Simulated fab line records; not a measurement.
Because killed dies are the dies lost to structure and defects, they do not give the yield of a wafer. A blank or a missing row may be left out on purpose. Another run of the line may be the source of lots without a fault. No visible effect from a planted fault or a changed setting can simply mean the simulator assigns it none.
Which tool is to blame? || flow n5_finfet || 12 lots with 33 wafers sampled at 2 steps, on a route of 1938 steps

## WHAT THE GAUGES READ, wafer by wafer
N5_MIM_TOP_LITHO_OVL_MEAS_11.
{"lot": "L886", "measured": "day 11 17:08", "on": "overlay-01", "MIM_TOP_OVL (nm)": "0 -7 -2"}
{"lot": "L889", "measured": "day 13 00:21", "on": "overlay-01", "MIM_TOP_OVL (nm)": "4 4 -2"}
{"lot": "L890", "measured": "day 13 01:28", "on": "overlay-01", "MIM_TOP_OVL (nm)": "1 3 -7"}
{"lot": "L891", "measured": "day 13 12:32", "on": "overlay-01", "MIM_TOP_OVL (nm)": "3 -10 -2"}
{"lot": "L899", "measured": "day 15 11:13", "on": "overlay-02", "MIM_TOP_OVL (nm)": "4 3 2"}
{"lot": "L898", "measured": "day 15 16:04", "on": "overlay-01", "MIM_TOP_OVL (nm)": "8 0 4"}
{"lot": "L900", "measured": "day 16 14:16", "on": "overlay-01", "MIM_TOP_OVL (nm)": "-4 -3"}
{"lot": "L901", "measured": "day 16 14:18", "on": "overlay-02", "MIM_TOP_OVL (nm)": "-1 -2 -2"}
{"lot": "L906", "measured": "day 17 08:39", "on": "overlay-02", "MIM_TOP_OVL (nm)": "2 -1"}
{"lot": "L904", "measured": "day 17 12:42", "on": "overlay-01", "MIM_TOP_OVL (nm)": "3 8 -1"}
{"lot": "L907", "measured": "day 18 02:40", "on": "overlay-02", "MIM_TOP_OVL (nm)": "-6 -1"}
{"lot": "L908", "measured": "day 18 14:06", "on": "overlay-01", "MIM_TOP_OVL (nm)": "5 -5 0"}

N5_MIM_TOP_LITHO_INSPECT_12: inspects for defects (macro).
{"lot": "L886", "measured": "day 11 17:09", "on": "defect_inspect-02", "raw_defect_count": "3 5 0"}
{"lot": "L889", "measured": "day 13 00:27", "on": "defect_inspect-02", "raw_defect_count": "3 2 1"}
{"lot": "L890", "measured": "day 13 01:29", "on": "defect_inspect-02", "raw_defect_count": "1 1 0"}
{"lot": "L891", "measured": "day 13 12:34", "on": "defect_inspect-02", "raw_defect_count": "1 3 4"}
{"lot": "L899", "measured": "day 15 11:14", "on": "defect_inspect-02", "raw_defect_count": "1 2 0"}
{"lot": "L898", "measured": "day 15 16:05", "on": "defect_inspect-01", "raw_defect_count": "3 0 5"}
{"lot": "L900", "measured": "day 16 14:17", "on": "defect_inspect-02", "raw_defect_count": "3 3"}
{"lot": "L901", "measured": "day 16 14:19", "on": "defect_inspect-01", "raw_defect_count": "3 1 2"}
{"lot": "L906", "measured": "day 17 08:40", "on": "defect_inspect-01", "raw_defect_count": "2 0"}
{"lot": "L904", "measured": "day 17 12:44", "on": "defect_inspect-02", "raw_defect_count": "1 2 1"}
{"lot": "L907", "measured": "day 18 02:41", "on": "defect_inspect-02", "raw_defect_count": "0 1"}
{"lot": "L908", "measured": "day 18 14:08", "on": "defect_inspect-01", "raw_defect_count": "2 1 0"}

## EACH LOT AND THE TOOL THAT RAN IT (in order: tool; ch and the chambers of the sampled wafers; start)
No process step before these readings appears in the record.

## AS READ BY THE TOOLS THEMSELVES (means over the sampled wafers that have a number; for cases with no such wafer, the mark the record gives instead)
The record holds no such reading with a usual standard deviation.

## THE ANSWER, worked out from the rows above alone
Rule: the lots themselves supply what counts as usual. The widest of any qualifying gaps counts: lots, ordered by their means at a reading, are off when they make up no more than a third of the lots, leave a main group of 4 or more, and stand apart from it by 3 or more times the standard deviation of that group's means. The tables above print the reading to a certain number of digits; a main group whose means all agree to those digits is not used. Also off: a lot with no number at a reading for which 4 or more lots have one. The other lots that the step has rows for count as sound. First the gauges in route order, then the tools' own readings, where a lot's mean is used as printed above. At the first step where some lot is off, the reading lying furthest off is the one used; lots without a number count as furthest.
Across all readings shown, no lot is off: no conclusion can be drawn from this.

## WHAT WAS PUT IN BY THE SIMULATOR
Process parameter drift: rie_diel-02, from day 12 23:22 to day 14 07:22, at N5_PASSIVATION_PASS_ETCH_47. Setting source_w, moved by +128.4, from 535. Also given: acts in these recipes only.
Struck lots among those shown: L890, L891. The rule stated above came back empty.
